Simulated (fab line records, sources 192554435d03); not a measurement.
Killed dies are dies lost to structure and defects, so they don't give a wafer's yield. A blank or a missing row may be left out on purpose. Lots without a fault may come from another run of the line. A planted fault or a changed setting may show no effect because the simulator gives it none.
Which tool did it? | flow n5_finfet | 12 lots, 36 wafers sampled, at 1 step of a route of 1938

WHAT THE GAUGES READ, wafer by wafer
N5_GATE_CUT_INSPECT_26: inspects for defects (darkfield).
lot  | measured     | on                | raw_defect_count
L075 | day 5 03:19  | defect_inspect-01 | 52 39 50
L077 | day 5 10:25  | defect_inspect-01 | 29 12 31
L079 | day 5 23:01  | defect_inspect-02 | 57 32 51
L081 | day 6 14:17  | defect_inspect-01 | 72 46 59
L083 | day 7 01:27  | defect_inspect-02 | 33 45 37
L085 | day 7 17:21  | defect_inspect-02 | 26 27 72
L087 | day 8 02:03  | defect_inspect-01 | 45 54 33
L089 | day 8 10:25  | defect_inspect-02 | 23 39 52
L091 | day 8 21:34  | defect_inspect-01 | 23 22 13
L093 | day 9 08:22  | defect_inspect-02 | 43 67 58
L095 | day 9 21:22  | defect_inspect-02 | 23 83 40
L097 | day 10 07:55 | defect_inspect-02 | 42 42 45

WHICH TOOL RAN EACH LOT (tool, then ch and the chambers of the sampled wafers, then the start)
The record holds no process step before these readings.

THE ANSWER, worked out from the rows above alone
Rule: what is usual is taken from the lots themselves. Put in order of their means at a reading, lots are off if they are a third of the lots or fewer, leave a main group of 4 or more, and stand apart from it by a gap of 3 or more times the standard deviation of the main group's means; of several such gaps the widest counts. A main group whose means are all the same, to the digits that the tables above print for the reading, isn't used. A lot without any number at a reading at which 4 lots or more have one is off too. The other lots that the step has rows for count as sound.
No lot is off at any reading shown: from this, nothing can be told.

WHAT THE SIMULATOR HAD PUT IN
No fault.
